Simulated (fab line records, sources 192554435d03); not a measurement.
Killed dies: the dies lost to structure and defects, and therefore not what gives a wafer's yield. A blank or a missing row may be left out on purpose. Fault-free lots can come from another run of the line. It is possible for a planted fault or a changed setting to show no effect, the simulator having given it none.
Comparing a struck lot with a sound one    flow n5 finfet    16 steps out of a route of 1938
Sound: wafers L701.1, L701.3, L701.5. The struck wafers were L700.2, L700.3, L700.5. Last of all comes the cause.
Order at every step that has rows: each side's tool, ch and its chambers, its first start. Under that, the readings that differ: sound wafers    struck wafers    difference of the means    sigmas: that difference in standard deviations of wafers without a fault.
alike: same words and numbers on both sides, and readings whose means sit less than 2 such deviations apart. not compared: any withheld reading, any reading some wafer has no value for, any bound like >300 that may hide the same value, and any number with overlapping values for which the record gives no deviation.
A row with sigmas, a row that says differs or no value, or rows on one side alone: a step with any of these is where the two part. Numbers that have no deviation but don't overlap get no sigmas and don't part them. A reading that every wafer of one side lacks parts them only if that side has two wafers or more.

first, 6 steps without rows for these wafers: N5_BEOL_M2_COAT_05 (resist thk 30 nm); N5_BEOL_M2_EBR_07; N5_BEOL_M2_SOFTBAKE_06 (time 60 s); N5_BEOL_M2_EXPOSE_08 (exposes mask M2); N5_BEOL_M2_PEB_09 (peb time 60 s); N5_BEOL_M2_DEVELOP_10 (develop time 30 s).
N5_BEOL_M2_CD_MEAS_11 targets a cd of 16.79 nm.
  sound on cd sem-02 ch 0, day 8 13:40; struck on cd sem-02 ch 0, day 8 13:15
  alike: cd nm
N5_BEOL_M2_OVL_MEAS_12:
  sound on overlay-01 ch 0, day 8 13:42; struck on overlay-02 ch 0, day 8 13:17
  alike: M2_OVL
N5_BEOL_M2_INSPECT_13: inspects for defects (brightfield).
  sound on defect inspect-02 at day 8 13:45; struck on defect inspect-01 at day 8 13:20
  alike: raw defect count
N5_BEOL_M2_DESCUM_16: chemistry O2, time 7 s.
  sound on rie diel-01 ch 0,1,2, day 8 14:16; struck on rie diel-06 ch 2,3, day 8 13:27
  alike: drypump motor current A, oes product au, rf vpp V, showerhead plenum p Torr, throttle valve pct
  not compared: rf hours counter h
N5_BEOL_M2_ETCH_74: etches underlayer in N2/H2, target depth 6.5 nm, time 5.2 s.
  sound on rie diel-01 ch 0,1,2, day 8 14:18; struck on rie diel-06 ch 2,3, day 8 13:29
  alike: bias w, drypump motor current A, etch rf on time s, n2 flow sccm, oes product au, rf vpp V, showerhead plenum p Torr, throttle valve pct
  not compared: rf hours counter h
N5_BEOL_M2_ETCH_63: etches SiARC in CF4, target depth 15.6 nm, time 26 s.
  sound on rie diel-01 ch 0,1,2, day 8 14:19; struck on rie diel-06 ch 2,3, day 8 13:30
  alike: bias w, drypump motor current A, etch rf on time s, mfc ar sccm, oes product au, rf vpp V, showerhead plenum p Torr, throttle valve pct
  not compared: rf hours counter h
N5_BEOL_M2_ETCH_64: etches SOC in N2/H2, target depth 75 nm, overetch 22.5 nm, time 121.9 s.
  sound on rie diel-01 ch 0,1,2, day 8 14:21; struck on rie diel-06 ch 2,3, day 8 13:32
reading                                     sound              struck             difference  sigmas
bias w (W)                                  150.0 150.0 149.3  118.3 117.5 117.6  -32.0       -73
rf vpp V (V)                                525.2 523.4 522.1  450.5 448.2 447.7  -74.8       -31
model.SiARC_of_BEOL_M2_COAT_62.thk nm (nm)  6.4 6.4 6.2        8.2 7.8 7.8        +1.6        
  alike: drypump motor current A, n2 flow sccm, oes product au, showerhead plenum p Torr, throttle valve pct
  not compared: rf hours counter h
then, 1 step without rows for these wafers: N5_BEOL_M2_STRIP_65 (strips in N2/H2).
N5_BEOL_M4_RC_MEAS_101:
  sound on prober-01 ch 0, day 9 17:12; struck on prober-02 ch 0, day 9 20:08
reading        sound        struck       difference  sigmas
ION_P (uA/um)  446 456 450  467 470 468  +18         +2
  alike: DIBL_N, DIBL_P, IOFF_N, IOFF_P, ION_N, SS_N, SS_P, VT_N, VT_P
N5_PASSIVATION_PROBE_49:
  the record has rows for the sound wafers here (prober-01, day 13 14:31) and none for the struck ones

== WHERE THEY PART ==
Earliest at N5_BEOL_M2_ETCH_64; latest, in this record, at N5_PASSIVATION_PROBE_49.

WHY: what the simulator had put in
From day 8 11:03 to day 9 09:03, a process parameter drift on rie diel-06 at N5_BEOL_M2_ETCH_64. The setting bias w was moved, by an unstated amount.
